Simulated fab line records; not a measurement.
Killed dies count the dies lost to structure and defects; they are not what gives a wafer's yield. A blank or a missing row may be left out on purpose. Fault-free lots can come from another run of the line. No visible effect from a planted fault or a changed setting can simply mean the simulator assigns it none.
A lot that was struck, set against a sound lot + flow n5 finfet + 16 steps out of a route of 1938
Sound: these wafers, L305.2, L305.4, L305.5. Wafers struck: L318.2, L318.3, L318.5. The cause is given at the end.
Order at every step that has rows: each side's tool, ch and its chambers, its first start. Under that, the readings that differ: sound wafers + struck wafers + difference of the means + sigmas: that difference in standard deviations of wafers without a fault.
alike: words and numbers the same on both sides, and readings whose means are apart by under 2 such deviations; not compared: readings that were withheld, readings missing a value for some wafer, numbers with overlapping values and no deviation given by the record, and bounds like >300 which may hide the same value.
A row with sigmas, a row that says differs or no value, or rows on one side alone: a step with any of these is where the two part. Non-overlapping numbers with no deviation appear without sigmas and do not part them. A reading missing from all wafers of one side parts the sides only when that side holds two or more wafers.

first, 1 step without rows for these wafers: N5_BEOL_M2_DESCUM_16 (chemistry O2, time 7 s).
N5_BEOL_M2_ETCH_74: etches underlayer in N2/H2, target depth 6.5 nm, time 5.2 s.
  sound on rie diel-04 ch 0,1, day 7 12:12; struck on rie diel-06 ch 0,1,3, day 10 20:02
  alike: drypump motor current A, etch rf on time s, oes product au, rf vpp V, showerhead plenum p Torr, throttle valve pct
  not compared: rf hours counter h
N5_BEOL_M2_ETCH_63: etches SiARC in CF4, target depth 15.6 nm, time 26 s.
  sound on rie diel-04 ch 0,1, day 7 12:13; struck on rie diel-06 ch 0,1,3, day 10 20:04
  alike: drypump motor current A, etch rf on time s, oes product au, rf vpp V, showerhead plenum p Torr, throttle valve pct
  not compared: rf hours counter h
N5_BEOL_M2_ETCH_64: etches SOC in N2/H2, target depth 75 nm, overetch 22.5 nm, time 121.9 s.
  sound on rie diel-04 ch 0,1, day 7 12:15; struck on rie diel-06 ch 0,1,3, day 10 20:05
  alike: drypump motor current A, oes product au, rf vpp V, showerhead plenum p Torr, throttle valve pct
  not compared: rf hours counter h
then, 3 steps without rows for these wafers: N5_BEOL_M2_STRIP_65 (strips in N2/H2); N5_BEOL_M2_STRIP_75 (strips in N2/H2); N5_BEOL_M2_STRIP_66 (strips in CF4).
N5_BEOL_M2_HM_OPEN_17: chemistry Cl2/BCl3, target TiN, target depth 20 nm, overetch 6 nm.
  sound on rie metal-02 ch 0,1, day 7 12:25; struck on rie metal-03 ch 0, day 10 20:17
  alike: bcl3 flow sccm, drypump motor current A, oes_ar_750_au, oes product au, throttle valve pct
  not compared: rf hours counter h
N5_BEOL_M2_STRIP_19: strips in O2.
  sound on rie diel-04 ch 0,1, day 7 12:32; struck on rie diel-06 ch 0,1,2, day 10 20:28
  alike: drypump motor current A, o2 flow sccm, oes product au, rf vpp V, showerhead plenum p Torr, throttle valve pct
  not compared: rf hours counter h
N5_BEOL_M2_CD_MEAS_18: pitch 36 nm, target cd 18 nm.
  sound on cd sem-03, day 7 12:37; struck on cd sem-02, day 10 20:32
  alike: cd nm
then, 2 steps without rows for these wafers: N5_BEOL_M2_COAT_67 (time 60 s, resist thk 60 nm); N5_BEOL_M2_COAT_68 (time 60 s, resist thk 12 nm).
N5_BEOL_M2_COAT_76: time 60 s, resist thk 5 nm.
  sound on litho track-02 ch 0, day 7 12:39; struck on litho track-01 ch 0, day 10 20:34
| reading                  | sound                | struck               | difference | sigmas |
|--------------------------|----------------------|----------------------|------------|--------|
| heater power total W (W) | 391.0 391.4 390.3    | 407.9 407.6 407.1    | +16.6      | +14    |
| plate temp C (C)         | 204.77 204.83 205.12 | 212.36 212.28 212.24 | +7.39      | +46    |
then, 1 step without rows for these wafers: N5_BEOL_M2_COAT_22 (resist thk 30 nm).
N5_BEOL_M4_RC_MEAS_101:
  sound on prober-01 ch 0, day 9 11:21; struck on prober-01 ch 0, day 12 10:05
  alike: DIBL_N, DIBL_P, IOFF_N, IOFF_P, ION_N, ION_P, SS_N, SS_P, VT_N, VT_P
-- the record jumps here: 4 days lie between the struck wafers' starts before and after (it left off in module BEOL_M4 and takes up again in module PASSIVATION, whose first step shown is number 1936 of the route) --
N5_PASSIVATION_PROBE_49:
  sound on prober-01, day 13 21:01; struck on prober-01, day 16 14:19
  alike: defect limited yield, killed_at_M0_to_M3, killed_at_M4_up, killed at contacts, killed at front end, killed at other, killed dies, killed open, killed short, sort_bin_5_function, sort_bin_6_memory, sort_bin_8_speed, sort n pass, sort yield pct

## WHERE THEY PART
N5_BEOL_M2_COAT_76 only, going by this record. Later steps at which nothing parts them and some readings are alike: N5_BEOL_M4_RC_MEAS_101, N5_PASSIVATION_PROBE_49.

WHY: what the simulator had put in
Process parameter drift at N5_BEOL_M2_COAT_76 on litho track-01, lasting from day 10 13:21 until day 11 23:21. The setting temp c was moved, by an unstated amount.
